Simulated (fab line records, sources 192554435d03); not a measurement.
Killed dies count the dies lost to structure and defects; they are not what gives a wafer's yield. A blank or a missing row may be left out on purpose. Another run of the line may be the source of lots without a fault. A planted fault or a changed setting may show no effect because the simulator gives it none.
Split-lot study | flow n5Finfet | route with 1938 steps; 7 lots, 21 wafers read

== SPLIT DETAILS ==
At N5_HKMG_FIN_ETCH_58 (etches SOC in N2/H2, target depth 215.8 nm, time 741 s), the setting biasW was moved away from the recipe's 13 W on 6 of the 21 wafers read, by -16.9% to -4.6%. The other wafers ran this setting at the recipe's value.

The reading comes from the split's own step.

== THE READING ==
rfVppV, in V, at N5_HKMG_FIN_ETCH_58 (etches SOC in N2/H2, target depth 215.8 nm, time 741 s). A value of 99.0 V with a standard deviation of 0.89 V is what fault-free wafers of this fab line usually give.

wafer  | tool, chamber at the split | biasW as run, W | against the recipe | rfVppV, V | against lot-mates on the recipe
L076.2 | rieDiel-04, 1              | 12.22           | -6.0%              | 93.4      | -6.9
L076.4 | rieDiel-04, 0              | 12.22           | -6.0%              | 94.8      | -5.5
L076.6 | rieDiel-04, 3              | 13              | recipe             | 100.3     | -
L083.1 | rieDiel-05, 1              | 10.8            | -16.9%             | 87.6      | -11.9
L083.4 | rieDiel-05, 1              | 13              | recipe             | 98.6      | -
L083.5 | rieDiel-05, 2              | 13              | recipe             | 100.4     | -
L085.1 | rieDiel-04, 3              | 13              | recipe             | 99.7      | -
L085.5 | rieDiel-04, 3              | 13              | recipe             | 99.6      | -
L085.6 | rieDiel-04, 2              | 13              | recipe             | 99.1      | -
L086.2 | rieDiel-05, 1              | 13              | recipe             | 98.1      | -
L086.3 | rieDiel-05, 3              | 13              | recipe             | 97.3      | -
L086.6 | rieDiel-05, 3              | 13              | recipe             | 98.9      | -
L088.2 | rieDiel-04, 0              | 13              | recipe             | 98.0      | -
L088.3 | rieDiel-04, 3              | 13              | recipe             | 99.8      | -
L088.4 | rieDiel-04, 0              | 13              | recipe             | 98.6      | -
L089.2 | rieDiel-01, 0              | 13              | recipe             | 98.1      | -
L089.4 | rieDiel-01, 3              | 13              | recipe             | 97.3      | -
L089.6 | rieDiel-01, 1              | 12.4            | -4.6%              | 95.9      | -1.8
L096.1 | rieDiel-01, 0              | 13              | recipe             | 99.3      | -
L096.2 | rieDiel-01, 1              | 11.05           | -15.0%             | 88.7      | -10.6
L096.6 | rieDiel-01, 1              | 11.05           | -15.0%             | 89.4      | -9.9

THE FIT
A straight line over all 21 wafers: rfVppV changes by +0.667 V for each +1% of biasW; r = +0.97; the points scatter about the line by 0.92 V.
The same after taking each lot's own level away (the mean of its wafers on the recipe; 21 wafers): +0.707 V for each +1%; r = +0.98; scatter 0.93 V.
The reading moves by 12 V for the largest change in biasW, on that fit.
Measured against the standard deviation above, the lots' own levels, which go from 97.70 to 100.30 V, span 2.9 times it.
Consequently the slope shifts little with the lot-to-lot level, the two slopes agreeing.
Check: for one of the wafers moved furthest among these (-16.9%), held out of the fit, the line's prediction against its lot-mates is -12.1 V. It came out at -11.9 V against them.
Tool readings at the split's step, against how far the setting was moved: rfVppV r = +0.97.

== OTHER SPLITS ON THESE WAFERS ==
Other splits were also applied to these wafers ahead of the reading. Each is held against what the fit with the lots' levels taken away leaves over:
other split on the same wafers      | wafers away from the commonest value | r with rfVppV (lot level and that fit taken away)
N5_ZERO_LAYER_EXPOSE_08 doseMj      | 7                                    | -0.31
N5_WELL_APT_COAT_02 spinRpm         | 3                                    | -0.01
N5_DUMMY_GATE_CVD_03 tempC          | 15                                   | +0.18
N5_SD_EPI_N_COAT_33 spinRpm         | 5                                    | -0.45
N5_SD_EPI_N_DEVELOP_08 developTimeS | 5                                    | +0.01
N5_SD_EPI_P_EPI_21 timeS            | 6                                    | -0.13
N5_SD_ACTIVATION_LSA_01 tempC       | 9                                    | +0.48
N5_HKMG_FIN_ETCH_55 biasW           | 3                                    | -0.49

== FILE'S OWN FIT ==
rfVppV changes by +0.705 V for each +1% of biasW, r = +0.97.
